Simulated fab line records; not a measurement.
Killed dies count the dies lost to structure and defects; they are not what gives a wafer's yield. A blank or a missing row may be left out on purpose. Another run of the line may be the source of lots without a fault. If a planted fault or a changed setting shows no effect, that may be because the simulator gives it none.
fab line records	flow n5-finfet	part 1 of 2: steps 1 to 24 of 36
record lots=5	wafers=15	last-day=18
route steps=1938 shown BEOL_M9@1466 BEOL_M10@1470
lots that met no fault: from a run of the same line without faults
start-h: the number of hours between the record's first day and the start of the first shown wafer of the lot	wait-h: time in hours since the lot's previous step	" unchanged from the row above	L1.1+2: a single row standing in for several wafers	- no value, or no start was given	* or withheld: withheld	< > ~ a bound
route shown NAME@n: NAME is a module with steps in the file, n the number in the route of the first one	usual: mean/standard deviation of fault-free wafers	same: alike in all rows	chamber/n: place in a boat	sites: each site's reading	_std_site: how widely they spread, as a standard deviation	_edge_site: mean of outer sites minus mean of inner sites	radius-mm: for every site, how far away it sits from the centre of the wafer	mask NAME#n: copy n	behind: the tool/chamber that last shaped the wafer	hold: cause of the lot's hold/its duration in hours/its outcome	device: whichever transistor did not switch (one of n, p or np)	end of line: tests of these same wafers at the route's end	step lacking rows: just its recipe	killed: at the first sort, the dies lost to defects and structure; wafer yield is something else	map: dies across one wafer; x = killed, . = not, _ = none there
set.NAME: setting as actually run; set.NAME@STEP: the setting as run at that earlier step	model.NAME: the simulator's own value behind a step, which no gauge read
lots at selected steps of the route; one table per step, one row per wafer
services: when a tool's chamber went out of use (start-h, in hours from the record's first day, below 0 if earlier), for how many hours, and the reason
## steps
# step N5_BEOL_M9_PRE_CLEAN_55
# recipe gas=NH3	time-s=15	temp-c=withheld	rf-power-w=300
lot.wafer	tool	chamber	start-h	wait-h
L076.2+3+4	pecvd-02	2,1,0	288.27	0.0
L078.3+5+6	pecvd-03	0,1,0	291.71	0.0
L080.2+3+4	pecvd-03	0,1,1	348.60	0.0
L083.2+3+6	pecvd-03	1,2,2	348.91	0.0
L085.2+3+6	pecvd-04	2,0,2	366.25	0.0
# step N5_BEOL_M9_DEP_56
# recipe material=SiCN	target-thk-a=150	temp-c=withheld	precursor=3MS/NH3	pressure-torr=3	rf-w=202	time-s=26.5
# usual showerhead-plenum-p-Torr=3.663/0.015	throttle-valve-pct=8.9/0.37
lot.wafer	tool	chamber	start-h	wait-h	showerhead-plenum-p-Torr	throttle-valve-pct
L076.2	pecvd-02	2	288.30	0.0	3.668	8.2
L076.3	"	1	"	"	3.678	8.9
L076.4	"	0	"	"	3.668	8.5
L078.3	pecvd-03	0	291.75	0.0	3.665	9.3
L078.5	"	1	"	"	3.658	8.9
L078.6	"	0	"	"	3.669	9.3
L080.2	pecvd-03	0	348.62	0.0	3.673	9.5
L080.3	"	1	"	"	3.659	8.6
L080.4	"	1	"	"	3.657	9.0
L083.2	pecvd-03	1	348.93	0.0	3.658	9.1
L083.3	"	2	"	"	3.623	9.1
L083.6	"	2	"	"	3.637	8.9
L085.2	pecvd-04	2	366.28	0.0	3.660	8.9
L085.3	"	0	"	"	3.665	9.5
L085.6	"	2	"	"	3.667	8.6
# step N5_BEOL_M9_RS_MEAS_57
# recipe thk-meas-gauge=four-point-probe	reads=Cu_of_BEOL_M9_ECD_50+Co_of_BEOL_M9_CVD_78+TaN_of_BEOL_M9_ALD_74
# usual M9_RS=0.150/0.0042
lot.wafer	tool	chamber	start-h	wait-h	M9_RS[ohm/sq]
L076.2	film-metro-02	-	288.37	0.1	0.147
L076.3	"	-	"	"	0.140
L076.4	"	-	"	"	0.143
L078.3	film-metro-02	-	291.83	0.1	0.153
L078.5	"	-	"	"	0.149
L078.6	"	-	"	"	0.148
L080.2	film-metro-02	-	348.70	0.1	0.152
L080.3	"	-	"	"	0.151
L080.4	"	-	"	"	0.146
L083.2	film-metro-02	-	349.01	0.1	0.141
L083.3	"	-	"	"	0.152
L083.6	"	-	"	"	0.150
L085.2	film-metro-01	-	366.35	0.1	0.155
L085.3	"	-	"	"	0.151
L085.6	"	-	"	"	0.150
# step N5_BEOL_M9_INSPECT_58
# recipe inspect-instrument=darkfield	mode=post-dep
# usual raw-defect-count=64/17
lot.wafer	tool	chamber	start-h	wait-h	raw-defect-count
L076.2	defect-inspect-02	-	288.40	0.0	42
L076.3	"	-	"	"	44
L076.4	"	-	"	"	46
L078.3	defect-inspect-02	-	291.85	0.0	43
L078.5	"	-	"	"	42
L078.6	"	-	"	"	44
L080.2	defect-inspect-01	-	348.72	0.0	65
L080.3	"	-	"	"	57
L080.4	"	-	"	"	57
L083.2	defect-inspect-02	-	349.03	0.0	99
L083.3	"	-	"	"	52
L083.6	"	-	"	"	62
L085.2	defect-inspect-01	-	366.38	0.0	68
L085.3	"	-	"	"	49
L085.6	"	-	"	"	61
# step N5_BEOL_M10_ILD_DEP_00
# recipe material=SiCOH_lowk	target-thk-a=3085.1	temp-c=300	precursor=DEMS/porogen	pressure-torr=5	rf-w=500	time-s=58
# usual heater-power-w=371/49	showerhead-plenum-p-Torr=5.731/0.021	throttle-valve-pct=13.2/0.53
lot.wafer	tool	chamber	start-h	wait-h	heater-power-w	showerhead-plenum-p-Torr	throttle-valve-pct
L076.2	pecvd-02	1	288.43	0.0	424	5.760	13.8
L076.3	"	0	"	"	292	5.728	13.2
L076.4	"	0	"	"	301	5.738	13.2
L078.3	pecvd-01	1	291.89	0.0	438	5.739	12.6
L078.5	"	2	"	"	355	5.723	13.0
L078.6	"	0	"	"	417	5.741	12.8
L080.2	pecvd-01	1	348.76	0.0	432	5.751	12.8
L080.3	"	0	"	"	379	5.745	13.1
L080.4	"	2	"	"	350	5.705	12.6
L083.2	pecvd-01	1	349.07	0.0	378	5.735	12.9
L083.3	"	2	"	"	305	5.692	12.8
L083.6	"	2	"	"	318	5.700	13.0
L085.2	pecvd-01	2	366.42	0.0	306	5.703	12.9
L085.3	"	1	"	"	376	5.732	12.9
L085.6	"	1	"	"	388	5.743	12.8
# step N5_BEOL_M10_CURE_71
# recipe temp-c=385	time-s=240	ambient=He/Ar	material=SiCOH_lowk
# usual lamp-power-pct=52.32/0.061	wafer_temp_C_max=387.1/0.79
lot.wafer	tool	chamber	start-h	wait-h	lamp-power-pct	wafer_temp_C_max
L076.2	uv-cure-03	0	288.59	0.1	52.35	387.9
L076.3	"	0	"	"	52.46	387.3
L076.4	"	0	"	"	52.45	387.8
L078.3	uv-cure-02	2	292.13	0.2	52.26	386.2
L078.5	"	2	"	"	52.29	385.9
L078.6	"	2	"	"	52.44	386.5
L080.2	uv-cure-02	0	348.92	0.1	52.33	387.0
L080.3	"	0	"	"	52.17	386.5
L080.4	"	0	"	"	52.28	387.5
L083.2	uv-cure-02	1	349.40	0.3	52.39	385.9
L083.3	"	1	"	"	52.33	386.3
L083.6	"	1	"	"	52.38	386.7
L085.2	uv-cure-03	1	366.57	0.1	52.42	386.8
L085.3	"	1	"	"	52.28	387.0
L085.6	"	1	"	"	52.33	387.5
# step N5_BEOL_M10_THK_MEAS_01
# recipe reads=SiCOH_lowk_of_BEOL_M10_ILD_DEP_00
# usual M10_ILD_THK=266/3.6
lot.wafer	tool	chamber	start-h	wait-h	M10_ILD_THK[nm]
L076.2	film-metro-02	-	289.02	0.4	259
L076.3	"	-	"	"	269
L076.4	"	-	"	"	271
L078.3	film-metro-01	-	292.48	0.3	264
L078.5	"	-	"	"	269
L078.6	"	-	"	"	265
L080.2	film-metro-01	-	349.35	0.4	263
L080.3	"	-	"	"	266
L080.4	"	-	"	"	269
L083.2	film-metro-01	-	349.83	0.4	262
L083.3	"	-	"	"	262
L083.6	"	-	"	"	265
L085.2	film-metro-02	-	367.01	0.4	264
L085.3	"	-	"	"	266
L085.6	"	-	"	"	269
# step N5_BEOL_M10_PECVD_70
# recipe material=SiO2	target-thk-a=200	temp-c=400	precursor=TEOS/O2	pressure-torr=5.5	rf-w=450	teos-flow-sccm=53.8	gas=O2	flow-sccm=3000	time-s=22.7
# usual heater-power-w=832/88	showerhead-plenum-p-Torr=8.75/0.079	throttle-valve-pct=21.4/0.84
lot.wafer	tool	chamber	start-h	wait-h	heater-power-w	showerhead-plenum-p-Torr	throttle-valve-pct
L076.2	pecvd-03	2	289.06	0.0	730	8.61	22.0
L076.3	"	0	"	"	934	8.81	22.8
L076.4	"	0	"	"	909	8.79	22.9
L078.3	pecvd-03	1	292.54	0.1	694	8.73	22.1
L078.5	"	1	"	"	738	8.75	22.2
L078.6	"	0	"	"	866	8.81	22.9
L080.2	pecvd-02	0	349.39	0.0	679	8.74	20.9
L080.3	"	2	"	"	751	8.84	20.9
L080.4	"	2	"	"	730	8.81	20.6
L083.2	pecvd-03	0	349.87	0.0	856	8.83	22.7
L083.3	"	1	"	"	777	8.75	22.2
L083.6	"	1	"	"	759	8.76	22.3
L085.2	pecvd-01	0	367.04	0.0	790	8.77	21.2
L085.3	"	1	"	"	958	8.80	20.8
L085.6	"	2	"	"	673	8.63	20.6
# step N5_BEOL_M10_HM_DEP_02
# recipe material=TiN	target-thk-a=200	temp-c=25	chamber-pressure-pa=0.49996
# usual throttle-valve-pct=29.8/0.89
lot.wafer	tool	chamber	start-h	wait-h	throttle-valve-pct
L076.2	pvd-sputter-02	-	290.72	1.6	30.4
L076.3	"	-	"	"	30.5
L076.4	"	-	"	"	29.4
L078.3	pvd-sputter-02	-	292.92	0.4	29.1
L078.5	"	-	"	"	30.4
L078.6	"	-	"	"	29.3
L080.2	pvd-sputter-01	-	350.72	1.3	28.8
L080.3	"	-	"	"	29.6
L080.4	"	-	"	"	28.8
L083.2	pvd-sputter-01	-	350.92	1.0	29.7
L083.3	"	-	"	"	28.5
L083.6	"	-	"	"	28.6
L085.2	pvd-sputter-03	-	367.54	0.5	29.9
L085.3	"	-	"	"	30.6
L085.6	"	-	"	"	31.0
# step N5_BEOL_M10_COAT_59
# recipe resist=SOC	temp-c=250	time-s=60	spin-rpm=1500	resist-thk-nm=100
lot.wafer	tool	chamber	start-h	wait-h
L076.2+3+4	litho-track-05	0	290.84	0.1
L078.3+5+6	litho-track-04	0	293.04	0.1
L080.2+3+4	litho-track-05	0	350.85	0.1
L083.2+3+6	litho-track-05	0	351.05	0.1
L085.2+3+6	litho-track-05	0	367.67	0.1
# step N5_BEOL_M10_COAT_60
# recipe resist=SiARC	temp-c=220	time-s=60	spin-rpm=1500	resist-thk-nm=30
lot.wafer	tool	chamber	start-h	wait-h
L076.2+3+4	litho-track-05	0	-	-
L078.3+5+6	litho-track-04	0	-	-
L080.2+3+4	litho-track-05	0	-	-
L083.2+3+6	litho-track-05	0	-	-
L085.2+3+6	litho-track-05	0	-	-
# step N5_BEOL_M10_COAT_05
# recipe resist=CAR-ArF	spin-rpm=1500	resist-thk-nm=90
lot.wafer	tool	chamber	start-h	wait-h
L076.2+3+4	litho-track-05	0	-	-
L078.3+5+6	litho-track-04	0	-	-
L080.2+3+4	litho-track-05	0	-	-
L083.2+3+6	litho-track-05	0	-	-
L085.2+3+6	litho-track-05	0	-	-
# step N5_BEOL_M10_EBR_07
# recipe solvent=PGMEA	ebr-width-mm=1.5
lot.wafer	tool	chamber	start-h	wait-h
L076.2+3+4	litho-track-05	0	-	-
L078.3+5+6	litho-track-04	0	-	-
L080.2+3+4	litho-track-05	0	-	-
L083.2+3+6	litho-track-05	0	-	-
L085.2+3+6	litho-track-05	0	-	-
# step N5_BEOL_M10_SOFTBAKE_06
# recipe temp-c=110	time-s=60	resist=CAR-ArF
lot.wafer	tool	chamber	start-h	wait-h
L076.2+3+4	litho-track-05	0	-	-
L078.3+5+6	litho-track-04	0	-	-
L080.2+3+4	litho-track-05	0	-	-
L083.2+3+6	litho-track-05	0	-	-
L085.2+3+6	litho-track-05	0	-	-
# step N5_BEOL_M10_EXPOSE_08
# recipe mask-id=M10	na=1.35	source-shape=dipole	sigma-inner=0.411	sigma-outer=0.611	polarization=te	dose-mj=53.75
# usual reticle-temp-C=23.01/0.09
lot.wafer	tool	chamber	start-h	wait-h	mask	reticle-temp-C
L076.2	arfi-scanner-03	0	291.09	-	M10#0	23.05
L076.3	"	0	"	"	M10#0	22.95
L076.4	"	0	"	"	M10#0	23.10
L078.3	arfi-scanner-02	0	293.30	-	M10#0	23.00
L078.5	"	0	"	"	M10#0	23.01
L078.6	"	0	"	"	M10#0	22.96
L080.2	arfi-scanner-01	0	351.10	-	M10#0	23.02
L080.3	"	0	"	"	M10#0	23.00
L080.4	"	0	"	"	M10#0	23.02
L083.2	arfi-scanner-03	0	351.30	-	M10#0	23.07
L083.3	"	0	"	"	M10#0	22.99
L083.6	"	0	"	"	M10#0	22.96
L085.2	arfi-scanner-01	0	367.79	-	M10#0	22.98
L085.3	"	0	"	"	M10#0	22.91
L085.6	"	0	"	"	M10#0	23.04
# step N5_BEOL_M10_PEB_09
# recipe peb-temp-c=withheld	peb-time-s=60	resist=CAR-ArF
lot.wafer	tool	chamber	start-h	wait-h
L076.2+3+4	litho-track-05	0	291.15	0.0
L078.3+5+6	litho-track-04	0	293.35	0.0
L080.2+3+4	litho-track-04	0	351.15	0.0
L083.2+3+6	litho-track-04	0	351.35	0.0
L085.2+3+6	litho-track-04	0	367.84	0.0
# step N5_BEOL_M10_DEVELOP_10
# recipe develop-time-s=30	developer=TMAH	resist=CAR-ArF	rinse-liquid=diw	dry=air-spin	dev-temp-c=23
lot.wafer	tool	chamber	start-h	wait-h
L076.2+3+4	litho-track-05	0	-	-
L078.3+5+6	litho-track-04	0	-	-
L080.2+3+4	litho-track-04	0	-	-
L083.2+3+6	litho-track-04	0	-	-
L085.2+3+6	litho-track-04	0	-	-
# step N5_BEOL_M10_CD_MEAS_11
# recipe target-cd-nm=64.1	landing-energy-ev=500	detector=se-inlens	polarity=opening
# usual cd-nm=64.2/0.62
lot.wafer	tool	chamber	start-h	wait-h	cd-nm
L076.2	cd-sem-02	0	291.21	-	63.2
L076.3	"	0	"	"	63.2
L076.4	"	0	"	"	63.7
L078.3	cd-sem-03	0	293.42	-	65.5
L078.5	"	0	"	"	64.4
L078.6	"	0	"	"	64.9
L080.2	cd-sem-02	0	351.22	-	63.6
L080.3	"	0	"	"	63.7
L080.4	"	0	"	"	64.1
L083.2	cd-sem-03	0	351.42	-	64.7
L083.3	"	0	"	"	64.1
L083.6	"	0	"	"	64.9
L085.2	cd-sem-02	0	367.91	-	64.3
L085.3	"	0	"	"	64.4
L085.6	"	0	"	"	64.9
# step N5_BEOL_M10_OVL_MEAS_12
# recipe points-per-wafer=44
# usual M10_OVL=-0.2/0.76
lot.wafer	tool	chamber	start-h	wait-h	M10_OVL[nm]
L076.2	overlay-01	0	291.28	0.1	-0.5
L076.3	"	0	"	"	0.1
L076.4	"	0	"	"	0.1
L078.3	overlay-01	0	293.47	0.1	0.2
L078.5	"	0	"	"	0.0
L078.6	"	0	"	"	-1.3
L080.2	overlay-01	0	351.25	0.0	0.6
L080.3	"	0	"	"	-0.7
L080.4	"	0	"	"	1.3
L083.2	overlay-01	0	351.45	0.0	1.0
L083.3	"	0	"	"	1.0
L083.6	"	0	"	"	0.1
L085.2	overlay-02	0	367.94	0.0	0.1
L085.3	"	0	"	"	2.0
L085.6	"	0	"	"	-0.7
# step N5_BEOL_M10_INSPECT_13
# recipe mode=adi	inspect-instrument=brightfield
# usual raw-defect-count=381/86
lot.wafer	tool	chamber	start-h	wait-h	raw-defect-count
L076.2	defect-inspect-01	-	291.30	0.0	317
L076.3	"	-	"	"	300
L076.4	"	-	"	"	414
L078.3	defect-inspect-02	-	293.50	0.0	399
L078.5	"	-	"	"	463
L078.6	"	-	"	"	508
L080.2	defect-inspect-02	-	351.27	0.0	369
L080.3	"	-	"	"	457
L080.4	"	-	"	"	423
L083.2	defect-inspect-01	-	351.47	0.0	384
L083.3	"	-	"	"	226
L083.6	"	-	"	"	258
L085.2	defect-inspect-01	-	367.96	0.0	370
L085.3	"	-	"	"	351
L085.6	"	-	"	"	421
# step N5_BEOL_M10_DESCUM_16
# recipe chemistry=O2	time-s=7.9	source-power-w=50	bias-power-w=20	pressure-mtorr=20	rf-frequency-hz=2.712e+07	temp-c=40	resist=CAR-ArF	o2-flow-sccm=225
# usual drypump-motor-current-A=5.9/0.54	oes-product-au=0.80/0.068	rf-vpp-V=243.5/1.7	showerhead-plenum-p-Torr=2.11/0.094	throttle-valve-pct=20.41/0.26
lot.wafer	tool	chamber	start-h	wait-h	drypump-motor-current-A	oes-product-au	rf-hours-counter-h	rf-vpp-V	showerhead-plenum-p-Torr	throttle-valve-pct
L076.2	rie-diel-02	2	291.38	0.1	6.5	0.73	188	241.8	2.00	20.50
L076.3	"	1	"	"	5.6	0.85	64	242.1	2.04	20.18
L076.4	"	0	"	"	5.3	0.79	79	244.2	2.19	20.44
L078.3	rie-diel-05	2	293.53	0.0	5.9	0.80	115	242.5	2.10	20.15
L078.5	"	0	"	"	6.4	0.91	-	245.5	2.22	20.55
L078.6	"	3	"	"	5.3	0.70	-	242.1	2.07	20.27
L080.2	rie-diel-03	3	351.31	0.0	5.9	0.88	53	245.5	2.22	20.18
L080.3	"	0	"	"	5.0	0.88	22	243.6	2.05	20.00
L080.4	"	2	"	"	5.7	0.87	61	243.2	2.22	20.44
L083.2	rie-diel-03	0	351.56	0.1	5.0	0.88	22	241.9	2.05	20.01
L083.3	"	3	"	"	5.9	0.87	53	244.5	2.22	20.15
L083.6	"	2	"	"	5.7	0.86	-	244.7	2.22	20.43
L085.2	rie-diel-02	1	368.00	0.0	5.6	0.82	92	242.4	2.04	20.22
L085.3	"	3	"	"	6.8	0.74	141	246.0	2.21	20.78
L085.6	"	2	"	"	6.5	0.71	-	241.2	1.99	20.54
# step N5_BEOL_M10_ETCH_61
# recipe chemistry=CF4	target=SiARC	target-depth-a=390	mask-material=CAR-ArF	time-s=65	ion-energy-ev=80	pressure-mtorr=40	source-w=545	bias-w=36	Ar_flow_sccm=100	cf4-flow-sccm=100	ends=cleared
# usual drypump-motor-current-A=5.9/0.54	etch-rf-on-time-s=64.6/1.5	oes-product-au=0.69/0.058	rf-vpp-V=184.3/1.4	showerhead-plenum-p-Torr=2.15/0.092	throttle-valve-pct=15.53/0.26
lot.wafer	tool	chamber	start-h	wait-h	drypump-motor-current-A	etch-rf-on-time-s	oes-product-au	rf-hours-counter-h	rf-vpp-V	showerhead-plenum-p-Torr	throttle-valve-pct
L076.2	rie-diel-02	2	291.41	0.0	6.5	65.3	0.62	188	184.2	2.03	15.58
L076.3	"	1	"	"	5.6	66.3	0.72	64	183.4	2.08	15.27
L076.4	"	0	"	"	5.3	66.8	0.68	79	185.5	2.26	15.71
L078.3	rie-diel-05	2	293.56	0.0	5.8	65.9	0.67	115	184.3	2.14	15.25
L078.5	"	0	"	"	6.4	63.6	0.77	-	185.8	2.27	15.70
L078.6	"	3	"	"	5.3	64.8	0.60	-	182.7	2.12	15.50
L080.2	rie-diel-03	3	351.34	0.0	6.0	62.2	0.76	53	185.3	2.25	15.28
L080.3	"	0	"	"	5.0	65.7	0.75	22	184.1	2.09	15.06
L080.4	"	2	"	"	5.7	63.7	0.75	61	184.0	2.26	15.51
L083.2	rie-diel-03	0	351.59	0.0	5.0	67.2	0.75	22	184.1	2.09	15.05
L083.3	"	3	"	"	6.0	62.9	0.76	53	186.2	2.25	15.25
L083.6	"	2	"	"	5.7	64.9	0.74	-	186.1	2.26	15.51
L085.2	rie-diel-02	1	368.03	0.0	5.6	65.9	0.69	92	183.3	2.07	15.33
L085.3	"	3	"	"	6.8	63.1	0.64	141	186.0	2.22	15.74
L085.6	"	2	"	"	6.5	65.6	0.61	-	184.1	2.02	15.61
# step N5_BEOL_M10_ETCH_62
# recipe chemistry=N2/H2	target=SOC	target-depth-a=1100	overetch-a=220	mask-material=SiARC	temp-c=40	time-s=165	ion-energy-ev=200	pressure-mtorr=30	source-w=840	bias-w=150	n2-flow-sccm=200	h2-flow-sccm=200
# usual drypump-motor-current-A=5.9/0.54	oes-product-au=0.68/0.054	rf-vpp-V=525/3.2	showerhead-plenum-p-Torr=2.57/0.11	throttle-valve-pct=17.82/0.27
lot.wafer	tool	chamber	start-h	wait-h	drypump-motor-current-A	oes-product-au	rf-hours-counter-h	rf-vpp-V	showerhead-plenum-p-Torr	throttle-valve-pct
L076.2	rie-diel-02	2	291.46	0.0	6.5	0.62	189	521	2.43	17.92
L076.3	"	1	"	"	5.7	0.72	64	522	2.49	17.64
L076.4	"	0	"	"	5.3	0.68	79	527	2.68	17.88
L078.3	rie-diel-05	2	293.61	0.0	5.8	0.68	115	526	2.55	17.46
L078.5	"	0	"	"	6.4	0.75	-	528	2.71	17.94
L078.6	"	3	"	"	5.3	0.60	-	523	2.53	17.87
L080.2	rie-diel-03	3	351.39	0.0	5.9	0.74	53	529	2.70	17.63
L080.3	"	0	"	"	5.0	0.74	22	522	2.48	17.37
L080.4	"	2	"	"	5.8	0.73	61	526	2.68	17.63
L083.2	rie-diel-03	0	351.64	0.0	5.0	0.75	22	525	2.48	17.36
L083.3	"	3	"	"	5.9	0.73	53	528	2.70	17.64
L083.6	"	2	"	"	5.8	0.74	-	528	2.68	17.65
L085.2	rie-diel-02	1	368.08	0.0	5.6	0.69	92	522	2.47	17.68
L085.3	"	3	"	"	6.8	0.63	141	527	2.67	18.10
L085.6	"	2	"	"	6.5	0.61	-	519	2.42	17.97
# step N5_BEOL_M10_STRIP_68
# recipe chemistry=N2/H2	temp-c=40	n2-flow-sccm=200	h2-flow-sccm=200	rf-frequency-hz=6e+07
lot.wafer	tool	chamber	start-h	wait-h
L076.2+3+4	rie-diel-02	2,1,0	291.60	0.1
L078.3+5+6	rie-diel-05	2,0,3	293.75	0.1
L080.2+3+4	rie-diel-03	3,0,2	351.53	0.1
L083.2+3+6	rie-diel-03	0,3,2	351.78	0.1
L085.2+3+6	rie-diel-02	1,3,2	368.22	0.1
